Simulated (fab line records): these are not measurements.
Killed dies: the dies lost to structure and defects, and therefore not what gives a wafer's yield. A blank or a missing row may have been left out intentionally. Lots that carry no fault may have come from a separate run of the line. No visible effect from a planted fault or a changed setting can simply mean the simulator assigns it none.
Matching of chambers    flow nand-harc    4 sister chambers for NHARC_A_CONTACT_ETCH_102 on rie-diel-13
The step etches the open film in CF4/O2, target depth 100 nm, overetch 10 nm, time 55 s. 33 wafers are shown with their chamber, then 12 later ones without.

== WAFERS, EACH WITH ITS CHAMBER ==
wafer   chamber  showerhead-plenum-p-Torr (Torr)  drypump-motor-current-A (A)  rf-vpp-V (V)
L076.3  3        1.27                             5.2                          196.3
L076.5  3        1.27                             5.2                          196.8
L076.6  2        1.26                             5.9                          196.8
L077.2  1        1.25                             5.1                          195.8
L077.4  0        1.42                             6.5                          199.2
L077.6  1        1.25                             5.1                          196.6
L079.2  3        1.27                             5.2                          197.1
L079.5  0        1.42                             6.5                          199.4
L079.6  1        1.25                             5.1                          195.9
L078.3  2        1.26                             5.9                          195.9
L078.4  1        1.25                             5.1                          196.7
L078.5  3        1.27                             5.2                          197.7
L080.3  2        1.26                             5.9                          195.7
L080.4  0        1.41                             6.5                          199.1
L080.6  3        1.27                             5.2                          196.1
L082.2  0        1.41                             6.5                          198.5
L082.4  3        1.27                             5.2                          195.7
L082.5  1        1.25                             5.1                          196.2
L081.2  1        1.25                             5.2                          196.3
L081.4  0        1.41                             6.5                          199.2
L081.6  1        1.25                             5.1                          196.1
L083.2  3        1.27                             5.1                          197.0
L083.3  0        1.41                             6.5                          199.8
L083.4  2        1.26                             5.9                          196.9
L085.2  2        1.26                             5.9                          197.3
L085.3  3        1.26                             5.1                          195.0
L085.5  1        1.24                             5.1                          196.2
L086.4  1        1.24                             5.1                          195.9
L086.5  3        1.26                             5.1                          197.3
L086.6  2        1.26                             5.8                          196.1
L087.3  1        1.24                             5.2                          196.4
L087.4  2        1.26                             5.9                          197.4
L087.6  0        1.41                             6.5                          199.2

SIGNATURES (averages over the wafers above)
reading                   chamber 0  chamber 1  chamber 2  chamber 3  scatter within a chamber
showerhead-plenum-p-Torr  1.4129     1.2470     1.2600     1.2678     0.00419
drypump-motor-current-A   6.500      5.120      5.886      5.167      0.0392
rf-vpp-V                  199.200    196.210    196.586    196.556    0.598
Rule: for a wafer and a chamber, the distance is found by dividing, reading by reading, the gap between the wafer's reading and the chamber's mean by the reading's scatter, squaring, summing and taking the root. If the next closest chamber is less than 2 further off than the closest, the wafer can't be placed; otherwise it belongs to the closest. The scatter: take each reading less its chamber's mean, square it, sum over the shown wafers, divide by the number of wafers less the number of chambers, and take the root.

== WAFERS MISSING THEIR CHAMBER ==
wafer   showerhead-plenum-p-Torr (Torr)  drypump-motor-current-A (A)  rf-vpp-V (V)
L089.2  1.26                             5.2                          197.0
L089.3  1.26                             5.9                          196.2
L089.4  1.41                             6.5                          200.4
L090.4  1.24                             5.2                          195.6
L090.5  1.26                             5.1                          198.3
L090.6  1.41                             6.5                          199.6
L091.3  1.41                             6.5                          200.2
L091.4  1.41                             6.5                          198.6
L091.5  1.26                             5.1                          196.2
L092.3  1.24                             5.1                          194.2
L092.4  1.41                             6.5                          200.6
L092.5  1.26                             5.1                          194.8

== CHAMBER TAKEN BY EACH ==
wafer   from the rows above      in truth
L089.2  can't be placed: 3 or 1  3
L089.3  2                        2
L089.4  0                        0
L090.4  1                        1
L090.5  can't be placed: 3 or 1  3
L090.6  0                        0
L091.3  0                        0
L091.4  0                        0
L091.5  can't be placed: 3 or 1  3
L092.3  1                        1
L092.4  0                        0
L092.5  can't be placed: 3 or 1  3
Placed correctly: 8 of 12. Not placeable from these rows: 4 (in 4, the candidates include the true chamber). 0 placed wrongly.
